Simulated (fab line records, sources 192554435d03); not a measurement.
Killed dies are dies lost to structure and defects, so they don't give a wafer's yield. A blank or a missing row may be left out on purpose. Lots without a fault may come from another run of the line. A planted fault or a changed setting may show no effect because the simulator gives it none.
Chamber matching | flow n5_finfet | N5_ZERO_LAYER_ETCH_17 on rie_diel-03: 4 sister chambers
The step etches SiO2 in CF4, target depth 12 nm, time 13.3 s. 4 wafers are shown with their chamber, then 11 later ones without.

WAFERS WITH THEIR CHAMBER
wafer  | chamber | drypump_motor_current_A (A)
L081.4 | 0       | 6.4
L082.1 | 3       | 6.5
L084.6 | 1       | 5.4
L085.2 | 2       | 6.6

WAFERS WITHOUT THEIR CHAMBER
wafer  | drypump_motor_current_A (A)
L085.4 | 6.4
L085.5 | 6.4
L088.2 | 6.4
L088.5 | 6.4
L088.6 | 5.3
L092.3 | 5.3
L092.5 | 6.6
L092.6 | 6.4
L095.1 | 5.3
L095.3 | 6.6
L095.4 | 6.5

WHICH CHAMBER EACH WENT THROUGH
wafer  | from the rows above          | in truth
L085.4 | can't be placed: 0 or 3      | 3
L085.5 | can't be placed: 0 or 3      | 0
L088.2 | can't be placed: 0 or 3      | 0
L088.5 | can't be placed: 0 or 3      | 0
L088.6 | 1                            | 1
L092.3 | 1                            | 1
L092.5 | can't be placed: 2 or 3      | 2
L092.6 | can't be placed: 0 or 3      | 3
L095.1 | 1                            | 1
L095.3 | can't be placed: 2 or 3      | 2
L095.4 | can't be placed: 3 or 0 or 2 | 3
Placed correctly: 3 of 11. Can't be placed from these rows: 8 (the true chamber is among the candidates in 8). Placed wrongly: 0.
How it was worked out, from the rows above alone: a wafer's distance from a chamber is the root of the sum, over the readings, of the square of ((its reading less the chamber's mean) divided by the reading's scatter). The wafer belongs to the nearest chamber; if the next one is less than 2 further off, it can't be placed. A chamber's mean is the mean of its shown wafers. The scatter: with one shown wafer a chamber, the root of the mean of the squares of how far each hidden wafer lies from its nearest shown one.
